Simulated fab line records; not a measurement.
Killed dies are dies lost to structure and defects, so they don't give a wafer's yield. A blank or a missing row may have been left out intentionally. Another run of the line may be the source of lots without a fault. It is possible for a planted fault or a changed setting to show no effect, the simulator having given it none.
Matching of chambers    flow n5Finfet    4 sister chambers for N5_DUMMY_GATE_ETCH_23 on rieSi-02
The step etches poly-Si in HBr/Cl2/O2, target depth 41 nm, time 22.3 s. 8 wafers are shown with their chamber, then 6 later ones without.

## WAFERS, EACH WITH ITS CHAMBER
wafer   chamber  throttleValvePct (%)  drypumpMotorCurrentA (A)
L315.6  2        37.6                  5.2
L318.4  2        37.5                  5.2
L319.3  1        37.6                  5.4
L319.5  1        37.6                  5.3
L322.5  0        36.7                  5.9
L322.6  3        37.1                  5.8
L328.2  0        36.7                  5.9
L328.3  3        37.2                  5.8

## WAFERS WITHOUT THEIR CHAMBER
wafer   throttleValvePct (%)  drypumpMotorCurrentA (A)
L328.6  37.2                  5.8
L332.2  37.2                  5.8
L332.6  37.6                  5.4
L338.1  37.2                  5.8
L338.2  37.6                  5.4
L338.5  37.2                  5.8

## WHICH CHAMBER EACH WENT THROUGH
wafer   from the rows above  in truth
L328.6  3                    3
L332.2  3                    3
L332.6  1                    1
L338.1  3                    3
L338.2  1                    1
L338.5  3                    3
Correctly placed: 6 of 6. From these rows, 0 cannot be placed. 0 placed wrongly.
How it was worked out, from the rows above alone: a wafer's distance from a chamber is the root of the sum, over the readings, of the square of ((its reading less the chamber's mean) divided by the reading's scatter). If the next closest chamber is less than 2 further off than the closest, the wafer can't be placed; otherwise it belongs to the closest. A chamber's mean is the mean of its shown wafers. How the scatter is found: for the shown wafers, subtract from each reading the mean of its chamber, square and add these, divide the total by (wafers less chambers), then take the root.
